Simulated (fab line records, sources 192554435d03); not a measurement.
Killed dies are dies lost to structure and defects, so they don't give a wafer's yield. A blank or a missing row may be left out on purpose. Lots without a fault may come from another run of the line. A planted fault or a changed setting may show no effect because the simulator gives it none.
Which tool did it? | flow n5_finfet | 12 lots, 36 wafers sampled, at 5 steps of a route of 1938

WHAT THE GAUGES READ, wafer by wafer
The record holds no reading of a measuring or inspecting step that can be judged against a usual standard deviation.

WHICH TOOL RAN EACH LOT (tool, then ch and the chambers of the sampled wafers, then the start)
lot  | N5_BEOL_M5_ANNEAL_82         | N5_BEOL_M5_SPUTTER_88        | N5_BEOL_M6_HM_DEP_02         | N5_BEOL_M6_COAT_59                | N5_PASSIVATION_PROBE_49
L828 | pvd_sputter-01, day 8 04:50  | pvd_sputter-01, day 8 06:56  | pvd_sputter-02, day 8 11:14  | litho_track-02 ch 0, day 8 11:21  | -
L829 | pvd_sputter-03, day 8 21:17  | pvd_sputter-03, day 8 23:23  | pvd_sputter-03, day 9 04:58  | litho_track-01 ch 0, day 9 05:05  | -
L832 | pvd_sputter-01, day 9 07:40  | pvd_sputter-01, day 9 09:46  | pvd_sputter-02, day 9 12:51  | litho_track-01 ch 0, day 9 12:58  | -
L839 | pvd_sputter-01, day 11 05:54 | pvd_sputter-01, day 11 08:00 | pvd_sputter-02, day 11 11:23 | litho_track-02 ch 0, day 11 11:31 | prober-02, day 15 01:22
L838 | pvd_sputter-02, day 11 13:16 | pvd_sputter-02, day 11 15:22 | pvd_sputter-03, day 11 20:38 | litho_track-02 ch 0, day 11 20:46 | -
L841 | pvd_sputter-02, day 12 03:01 | pvd_sputter-02, day 12 05:06 | pvd_sputter-03, day 12 10:31 | litho_track-05 ch 0, day 12 10:38 | -
L845 | pvd_sputter-01, day 12 10:18 | pvd_sputter-01, day 12 12:24 | pvd_sputter-03, day 12 18:46 | litho_track-01 ch 0, day 12 18:55 | -
L847 | pvd_sputter-03, day 12 20:51 | pvd_sputter-03, day 12 22:56 | pvd_sputter-01, day 13 04:29 | litho_track-05 ch 0, day 13 04:37 | -
L848 | pvd_sputter-02, day 13 17:18 | pvd_sputter-02, day 13 19:23 | pvd_sputter-01, day 14 00:12 | litho_track-01 ch 0, day 14 00:20 | -
L849 | pvd_sputter-02, day 13 21:59 | pvd_sputter-02, day 14 00:05 | pvd_sputter-01, day 14 05:32 | litho_track-02 ch 0, day 14 05:40 | -
L850 | pvd_sputter-02, day 14 02:25 | pvd_sputter-02, day 14 04:30 | pvd_sputter-03, day 14 08:36 | litho_track-02 ch 0, day 14 08:44 | -
L851 | pvd_sputter-03, day 14 11:03 | pvd_sputter-03, day 14 13:09 | pvd_sputter-01, day 14 18:05 | litho_track-02 ch 0, day 14 18:13 | -
- N5_BEOL_M5_ANNEAL_82: time 1800 s.
- N5_BEOL_M5_SPUTTER_88: material Cu, target thk 15 nm, time 27.62 s.
- N5_BEOL_M6_HM_DEP_02: deposits TiN, target thk 20 nm.
- N5_BEOL_M6_COAT_59: time 60 s, resist thk 100 nm.
- N5_PASSIVATION_PROBE_49

WHAT THE TOOLS THEMSELVES READ (means of the sampled wafers that have a number; where no wafer has one, the mark that the record gives instead)
N5_BEOL_M5_ANNEAL_82.
lot  | tool           | heater_power_w (W)
L828 | pvd_sputter-01 | 906
L829 | pvd_sputter-03 | 880
L832 | pvd_sputter-01 | 831
L839 | pvd_sputter-01 | 913
L838 | pvd_sputter-02 | 823
L841 | pvd_sputter-02 | 791
L845 | pvd_sputter-01 | 843
L847 | pvd_sputter-03 | 781
L848 | pvd_sputter-02 | 820
L849 | pvd_sputter-02 | 792
L850 | pvd_sputter-02 | 786
L851 | pvd_sputter-03 | 851

N5_BEOL_M5_SPUTTER_88.
lot  | tool           | chuck_gas_flow_sccm (sccm) | throttle_valve_pct (%)
L828 | pvd_sputter-01 | 1.30                       | 30.9
L829 | pvd_sputter-03 | 1.26                       | 30.0
L832 | pvd_sputter-01 | 1.26                       | 30.3
L839 | pvd_sputter-01 | 1.27                       | 31.0
L838 | pvd_sputter-02 | 1.31                       | 29.7
L841 | pvd_sputter-02 | 1.26                       | 30.3
L845 | pvd_sputter-01 | 1.27                       | 30.7
L847 | pvd_sputter-03 | 1.23                       | 30.5
L848 | pvd_sputter-02 | 1.28                       | 30.4
L849 | pvd_sputter-02 | 1.26                       | 30.1
L850 | pvd_sputter-02 | 1.24                       | 30.0
L851 | pvd_sputter-03 | 1.27                       | 30.6

N5_BEOL_M6_HM_DEP_02.
lot  | tool           | throttle_valve_pct (%)
L828 | pvd_sputter-02 | 30.1
L829 | pvd_sputter-03 | 30.6
L832 | pvd_sputter-02 | 30.1
L839 | pvd_sputter-02 | 30.4
L838 | pvd_sputter-03 | 29.9
L841 | pvd_sputter-03 | 29.9
L845 | pvd_sputter-03 | 29.7
L847 | pvd_sputter-01 | 30.6
L848 | pvd_sputter-01 | 30.9
L849 | pvd_sputter-01 | 30.4
L850 | pvd_sputter-03 | 29.8
L851 | pvd_sputter-01 | 31.4

N5_BEOL_M6_COAT_59.
lot  | tool           | exhaust_pa (Pa) | heater_power_total_W (W) | spin_speed_rpm (rpm)
L828 | litho_track-02 | 45.8            | 500.6                    | 1500.5
L829 | litho_track-01 | 44.4            | 500.3                    | 1499.8
L832 | litho_track-01 | 44.9            | 502.0                    | 1499.9
L839 | litho_track-02 | 44.9            | 500.3                    | 1571.8
L838 | litho_track-02 | 45.8            | 500.2                    | 1570.5
L841 | litho_track-05 | 44.9            | 501.5                    | 1499.3
L845 | litho_track-01 | 46.4            | 500.5                    | 1500.2
L847 | litho_track-05 | 46.5            | 499.0                    | 1500.6
L848 | litho_track-01 | 45.6            | 502.8                    | 1499.0
L849 | litho_track-02 | 44.2            | 499.7                    | 1500.0
L850 | litho_track-02 | 44.5            | 498.7                    | 1499.1
L851 | litho_track-02 | 45.4            | 501.0                    | 1498.6

N5_PASSIVATION_PROBE_49.
lot  | tool      | defect_limited_yield (%) | killed_at_M0_to_M3 | killed_at_M4_up | killed_at_contacts | killed_at_front_end | killed_at_other | killed_dies | killed_open | killed_short | sort_bin_5_function (%) | sort_bin_6_memory (%) | sort_n_pass | sort_yield_pct (%)
L839 | prober-02 | 91.5                     | 34                 | 11              | 6                  | 45                  | 4.0             | 100         | 68          | 29           | 4.4                     | 3.6                   | 1080        | 91.5

THE ANSWER, worked out from the rows above alone
Rule: what is usual is taken from the lots themselves. Put in order of their means at a reading, lots are off if they are a third of the lots or fewer, leave a main group of 4 or more, and stand apart from it by a gap of 3 or more times the standard deviation of the main group's means; of several such gaps the widest counts. A main group whose means are all the same, to the digits that the tables above print for the reading, isn't used. A lot without any number at a reading at which 4 lots or more have one is off too. The other lots that the step has rows for count as sound. The gauges are gone through in route order, then the tools' own readings, and for those a lot's mean is taken as printed above. The first step at which some lot is off is used, and at that step the reading that is off furthest; a lot without a number counts as furthest.
Off: L839, L838, at N5_BEOL_M6_COAT_59 (spin_speed_rpm). The main group: mean 1499.7 rpm, standard deviation 0.64.
A tool fits if, at that step or a process step before it, it ran every lot that is off, and no sound lot after the first of them. None of those tried fits.

WHAT THE SIMULATOR HAD PUT IN
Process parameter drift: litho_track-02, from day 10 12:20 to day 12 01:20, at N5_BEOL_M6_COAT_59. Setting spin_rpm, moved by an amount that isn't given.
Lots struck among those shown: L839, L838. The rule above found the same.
